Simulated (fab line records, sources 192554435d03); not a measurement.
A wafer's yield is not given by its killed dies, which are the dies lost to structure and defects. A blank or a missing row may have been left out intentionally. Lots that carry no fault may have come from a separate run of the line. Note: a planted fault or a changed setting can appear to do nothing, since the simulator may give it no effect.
Split-lot experiment / flow n5 finfet / 21 wafers read across 7 lots, on a route 1938 steps long

== THE SPLIT ==
At N5_BEOL_M5_COAT_22 (resist thk 30 nm), the setting spin rpm was moved away from the recipe's 1500 rpm on 10 of the 21 wafers read, by -6.5% to +10.2%. This setting was run at the recipe's value on the other wafers.

== FROM THE SPLIT TO THE READING: what the file shows between them, 4 steps ==
- N5_BEOL_M5_EBR_24
- N5_BEOL_M5_SOFTBAKE_23: time 60 s
- N5_BEOL_M5_EXPOSE_25: exposes mask V4, defocus 10 nm
- N5_BEOL_M5_PEB_26: peb time 60 s

== THE READING ==
CAR-EUV_of_BEOL_M5_COAT_22.thk nm (the simulator's own value, which no gauge read), in nm, at N5_BEOL_M5_DEVELOP_27 (develop time 30 s). The file gives no usual value for it. The 11 wafers here that ran the recipe average 29.6 nm, standard deviation 0.085 nm.

wafer=L079.1; tool, chamber at the split=litho track-03, 0; spin rpm as run, rpm=1548; against the recipe=+3.2%; CAR-EUV_of_BEOL_M5_COAT_22.thk nm, nm=29; against lot-mates on the recipe=-0.6
wafer=L079.3; tool, chamber at the split=litho track-03, 0; spin rpm as run, rpm=1500; against the recipe=recipe; CAR-EUV_of_BEOL_M5_COAT_22.thk nm, nm=29.6; against lot-mates on the recipe=-
wafer=L079.6; tool, chamber at the split=litho track-03, 0; spin rpm as run, rpm=1500; against the recipe=recipe; CAR-EUV_of_BEOL_M5_COAT_22.thk nm, nm=29.6; against lot-mates on the recipe=-
wafer=L080.1; tool, chamber at the split=litho track-05, 0; spin rpm as run, rpm=1500; against the recipe=recipe; CAR-EUV_of_BEOL_M5_COAT_22.thk nm, nm=29.6; against lot-mates on the recipe=-
wafer=L080.3; tool, chamber at the split=litho track-05, 0; spin rpm as run, rpm=1500; against the recipe=recipe; CAR-EUV_of_BEOL_M5_COAT_22.thk nm, nm=29.6; against lot-mates on the recipe=-
wafer=L080.5; tool, chamber at the split=litho track-05, 0; spin rpm as run, rpm=1500; against the recipe=recipe; CAR-EUV_of_BEOL_M5_COAT_22.thk nm, nm=29.4; against lot-mates on the recipe=-
wafer=L090.2; tool, chamber at the split=litho track-04, 0; spin rpm as run, rpm=1609; against the recipe=+7.3%; CAR-EUV_of_BEOL_M5_COAT_22.thk nm, nm=28.6; against lot-mates on the recipe=no lot-mate on the recipe
wafer=L090.3; tool, chamber at the split=litho track-04, 0; spin rpm as run, rpm=1609; against the recipe=+7.3%; CAR-EUV_of_BEOL_M5_COAT_22.thk nm, nm=28.6; against lot-mates on the recipe=no lot-mate on the recipe
wafer=L090.4; tool, chamber at the split=litho track-04, 0; spin rpm as run, rpm=1609; against the recipe=+7.3%; CAR-EUV_of_BEOL_M5_COAT_22.thk nm, nm=28.4; against lot-mates on the recipe=no lot-mate on the recipe
wafer=L093.1; tool, chamber at the split=litho track-03, 0; spin rpm as run, rpm=1500; against the recipe=recipe; CAR-EUV_of_BEOL_M5_COAT_22.thk nm, nm=29.6; against lot-mates on the recipe=-
wafer=L093.2; tool, chamber at the split=litho track-03, 0; spin rpm as run, rpm=1500; against the recipe=recipe; CAR-EUV_of_BEOL_M5_COAT_22.thk nm, nm=29.6; against lot-mates on the recipe=-
wafer=L093.4; tool, chamber at the split=litho track-03, 0; spin rpm as run, rpm=1500; against the recipe=recipe; CAR-EUV_of_BEOL_M5_COAT_22.thk nm, nm=29.6; against lot-mates on the recipe=-
wafer=L095.3; tool, chamber at the split=litho track-03, 0; spin rpm as run, rpm=1653; against the recipe=+10.2%; CAR-EUV_of_BEOL_M5_COAT_22.thk nm, nm=28.2; against lot-mates on the recipe=-1.4
wafer=L095.6; tool, chamber at the split=litho track-03, 0; spin rpm as run, rpm=1653; against the recipe=+10.2%; CAR-EUV_of_BEOL_M5_COAT_22.thk nm, nm=28.2; against lot-mates on the recipe=-1.4
wafer=L095.5; tool, chamber at the split=litho track-03, 0; spin rpm as run, rpm=1500; against the recipe=recipe; CAR-EUV_of_BEOL_M5_COAT_22.thk nm, nm=29.6; against lot-mates on the recipe=-
wafer=L096.1; tool, chamber at the split=litho track-04, 0; spin rpm as run, rpm=1545; against the recipe=+3.0%; CAR-EUV_of_BEOL_M5_COAT_22.thk nm, nm=29; against lot-mates on the recipe=-0.6
wafer=L096.3; tool, chamber at the split=litho track-04, 0; spin rpm as run, rpm=1545; against the recipe=+3.0%; CAR-EUV_of_BEOL_M5_COAT_22.thk nm, nm=29; against lot-mates on the recipe=-0.6
wafer=L096.5; tool, chamber at the split=litho track-04, 0; spin rpm as run, rpm=1500; against the recipe=recipe; CAR-EUV_of_BEOL_M5_COAT_22.thk nm, nm=29.6; against lot-mates on the recipe=-
wafer=L097.3; tool, chamber at the split=litho track-03, 0; spin rpm as run, rpm=1500; against the recipe=recipe; CAR-EUV_of_BEOL_M5_COAT_22.thk nm, nm=29.8; against lot-mates on the recipe=-
wafer=L097.5; tool, chamber at the split=litho track-03, 0; spin rpm as run, rpm=1402; against the recipe=-6.5%; CAR-EUV_of_BEOL_M5_COAT_22.thk nm, nm=30.6; against lot-mates on the recipe=+0.8
wafer=L097.6; tool, chamber at the split=litho track-03, 0; spin rpm as run, rpm=1402; against the recipe=-6.5%; CAR-EUV_of_BEOL_M5_COAT_22.thk nm, nm=30.6; against lot-mates on the recipe=+0.8

THE FIT
A straight line over all 21 wafers: CAR-EUV_of_BEOL_M5_COAT_22.thk nm changes by -0.146 nm for each +1% of spin rpm; r = -0.99; the points scatter about the line by 0.1 nm.
The same after taking each lot's own level away (the mean of its wafers on the recipe; 18 wafers): -0.136 nm for each +1%; r = -0.99; scatter 0.084 nm.
On that fit, the largest move of spin rpm shifts the reading by 1.4 nm.
Measured against the standard deviation above, the lots' own levels, which go from 29.53 to 29.80 nm, span 3.1 times it.
Consequently the slope shifts little with the lot-to-lot level, the two slopes agreeing.
Check: for one of the wafers moved furthest among these (+10.2%), held out of the fit, the line's prediction against its lot-mates is -1.45 nm. Against them it came out at -1.4 nm.

== OTHER SPLITS ON THESE WAFERS ==
Note: prior to the reading, these wafers also went through further splits. Each is held against what the fit with the lots' levels taken away leaves over:
other split on the same wafers=N5_BEOL_M4_DESCUM_33 time s; wafers away from the commonest value=7; r with CAR-EUV_of_BEOL_M5_COAT_22.thk nm (lot level and that fit taken away)=-0.17
other split on the same wafers=N5_BEOL_M4_ALD_98 temp c; wafers away from the commonest value=9; r with CAR-EUV_of_BEOL_M5_COAT_22.thk nm (lot level and that fit taken away)=-0.04
other split on the same wafers=N5_BEOL_M5_COAT_66 spin rpm; wafers away from the commonest value=6; r with CAR-EUV_of_BEOL_M5_COAT_22.thk nm (lot level and that fit taken away)=-0.14

== THE WHOLE CHAIN: every reading that the file lists as answering this split, in the file's order ==
step=N5_BEOL_M5_COAT_22; what it does=resist thk 30 nm; reading=CAR-EUV_of_BEOL_M5_COAT_22.thk nm (the simulator's own value, which no gauge read); change (the file's fit)=-0.154 nm for each +1% of the setting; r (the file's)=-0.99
step=N5_BEOL_M5_DEVELOP_27; what it does=develop time 30 s; reading=CAR-EUV_of_BEOL_M5_COAT_22.thk nm (the simulator's own value, which no gauge read); change (the file's fit)=-0.14 nm for each +1% of the setting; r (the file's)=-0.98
step=N5_BEOL_M5_ETCH_67; what it does=etches SiARC in CF4, target depth 15.6 nm, time 26 s; reading=CAR-EUV_of_BEOL_M5_COAT_22.thk nm (the simulator's own value, which no gauge read); change (the file's fit)=-0.148 nm for each +1% of the setting, in a fit together with spin rpm@BEOL_M5_COAT_66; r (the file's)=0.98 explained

== FILE'S OWN FIT ==
CAR-EUV_of_BEOL_M5_COAT_22.thk nm changes by -0.14 nm for each +1% of spin rpm, r = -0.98.
